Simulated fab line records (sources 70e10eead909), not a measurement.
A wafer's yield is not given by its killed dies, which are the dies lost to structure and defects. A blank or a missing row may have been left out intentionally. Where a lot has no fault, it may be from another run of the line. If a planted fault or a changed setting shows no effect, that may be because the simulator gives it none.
Matching of chambers | flow nandHarc | NHARC_P_M2_ETCH_35 on rieDiel-09: 4 sister chambers
The step etches the open film in N2/H2, target depth 40 nm, overetch 12 nm, time 43.94 s. 4 wafers are shown with their chamber, then 10 later ones without.

WAFERS PAIRED WITH THEIR CHAMBERS
wafer  | chamber | showerheadPlenumPTorr (Torr)
L077.2 | 1       | 2.11
L077.5 | 2       | 1.94
L079.1 | 3       | 1.89
L079.5 | 0       | 1.93

WAFERS WHOSE CHAMBER IS MISSING
wafer  | showerheadPlenumPTorr (Torr)
L079.6 | 1.89
L084.3 | 1.94
L084.4 | 1.89
L084.5 | 1.89
L086.3 | 1.94
L086.4 | 1.89
L086.6 | 1.94
L097.1 | 1.89
L097.3 | 2.10
L097.6 | 1.93

CHAMBER TAKEN BY EACH
wafer  | from the rows above | in truth
L079.6 | 3                   | 3
L084.3 | 2                   | 2
L084.4 | 3                   | 3
L084.5 | 3                   | 3
L086.3 | 2                   | 2
L086.4 | 3                   | 3
L086.6 | 2                   | 2
L097.1 | 3                   | 3
L097.3 | 1                   | 1
L097.6 | 0                   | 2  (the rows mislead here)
Correctly placed: 9 of 10. From these rows, 0 cannot be placed. Number placed wrongly: 1.
How it was worked out, from the rows above alone: a wafer's distance from a chamber is the root of the sum, over the readings, of the square of ((its reading less the chamber's mean) divided by the reading's scatter). If the next closest chamber is less than 2 further off than the closest, the wafer can't be placed; otherwise it belongs to the closest. The mean given for a chamber averages the wafers shown for that chamber. The scatter (one wafer shown for each chamber): square how far every hidden wafer sits from the nearest shown wafer, average those squares and take the square root.
